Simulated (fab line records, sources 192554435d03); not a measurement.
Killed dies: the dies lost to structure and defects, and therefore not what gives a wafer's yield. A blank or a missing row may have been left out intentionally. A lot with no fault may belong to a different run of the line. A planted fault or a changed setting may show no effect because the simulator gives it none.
Matching of chambers | flow n5 finfet | N5_BEOL_M11_DEP_56 on pecvd-03: 3 sister chambers
The step deposits SiCN from 3MS/NH3, target thk 30 nm, time 10.5 s. 6 wafers are shown with their chamber, then 12 later ones without.

== WAFERS PAIRED WITH THEIR CHAMBERS ==
wafer  | chamber | throttle valve pct (%) | showerhead plenum p Torr (Torr)
L090.1 | 1       | 18.4                   | 4.160
L090.2 | 2       | 16.0                   | 4.167
L090.3 | 0       | 18.8                   | 4.180
L090.4 | 1       | 18.6                   | 4.169
L090.5 | 2       | 15.9                   | 4.176
L090.6 | 0       | 18.7                   | 4.191

== WAFERS WITHOUT THEIR CHAMBER ==
wafer  | throttle valve pct (%) | showerhead plenum p Torr (Torr)
L093.2 | 16.1                   | 4.167
L093.3 | 18.9                   | 4.186
L093.6 | 19.1                   | 4.179
L095.2 | 18.8                   | 4.168
L095.4 | 18.9                   | 4.179
L095.5 | 18.8                   | 4.168
L097.3 | 19.0                   | 4.172
L097.4 | 19.1                   | 4.179
L097.6 | 18.5                   | 4.168
L096.1 | 19.2                   | 4.185
L096.4 | 19.1                   | 4.178
L096.6 | 16.3                   | 4.176

== EACH ONE'S CHAMBER ==
wafer  | from the rows above     | in truth
L093.2 | 2                       | 2
L093.3 | 0                       | 0
L093.6 | 0                       | 0
L095.2 | can't be placed: 0 or 1 | 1
L095.4 | 0                       | 0
L095.5 | can't be placed: 0 or 1 | 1
L097.3 | can't be placed: 0 or 1 | 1
L097.4 | 0                       | 0
L097.6 | 1                       | 1
L096.1 | 0                       | 0
L096.4 | 0                       | 0
L096.6 | 2                       | 2
9 of 12 placed correctly. Cannot be placed on the basis of these rows: 3; the candidates contain the true chamber in 3. Number placed wrongly: 0.
How it was worked out, from the rows above alone: a wafer's distance from a chamber is the root of the sum, over the readings, of the square of ((its reading less the chamber's mean) divided by the reading's scatter). The wafer belongs to the nearest chamber; if the next one is less than 2 further off, it can't be placed. Each chamber's mean is taken over the wafers shown for it. The scatter is the square root of a quotient: the sum, over the shown wafers, of each reading's squared deviation from its chamber's mean, divided by wafers minus chambers.
